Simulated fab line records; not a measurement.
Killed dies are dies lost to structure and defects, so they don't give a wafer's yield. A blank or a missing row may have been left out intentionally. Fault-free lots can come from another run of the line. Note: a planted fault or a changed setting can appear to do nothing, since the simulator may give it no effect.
Matching of chambers | flow nand-harc | 4 sister chambers for NHARC_A_DECK1_JOINT_CMP_02 on cmp-04
The step polishes SiOx. 8 wafers are shown with their chamber, then 7 later ones without.

## WAFERS, EACH WITH ITS CHAMBER
wafer  | chamber | motor-current-A (A)
L081.1 | 1       | 13.1
L081.3 | 2       | 13.9
L081.5 | 3       | 11.6
L085.1 | 0       | 12.8
L085.2 | 2       | 13.6
L085.3 | 3       | 11.4
L092.1 | 1       | 12.9
L092.3 | 0       | 12.7

## WAFERS MISSING THEIR CHAMBER
wafer  | motor-current-A (A)
L092.4 | 12.3
L093.1 | 12.1
L093.3 | 12.3
L093.4 | 11.4
L096.2 | 13.8
L096.3 | 12.0
L096.6 | 12.8

## WHICH CHAMBER EACH ONE RAN IN
wafer  | from the rows above     | in truth
L092.4 | can't be placed: 0 or 1 | 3
L093.1 | can't be placed: 3 or 0 | 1
L093.3 | can't be placed: 0 or 1 | 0
L093.4 | 3                       | 3
L096.2 | 2                       | 2
L096.3 | can't be placed: 3 or 0 | 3
L096.6 | can't be placed: 0 or 1 | 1
Correct placement for 2 of the 7. Unplaceable from these rows: 5, with the true chamber sitting among the candidates in 3. Wrongly placed: 0.
How it was worked out, from the rows above alone: a wafer's distance from a chamber is the root of the sum, over the readings, of the square of ((its reading less the chamber's mean) divided by the reading's scatter). The wafer belongs to the nearest chamber; if the next one is less than 2 further off, it can't be placed. For every chamber, the mean is computed from those of its wafers that are shown. The scatter is the square root of a quotient: the sum, over the shown wafers, of each reading's squared deviation from its chamber's mean, divided by wafers minus chambers.
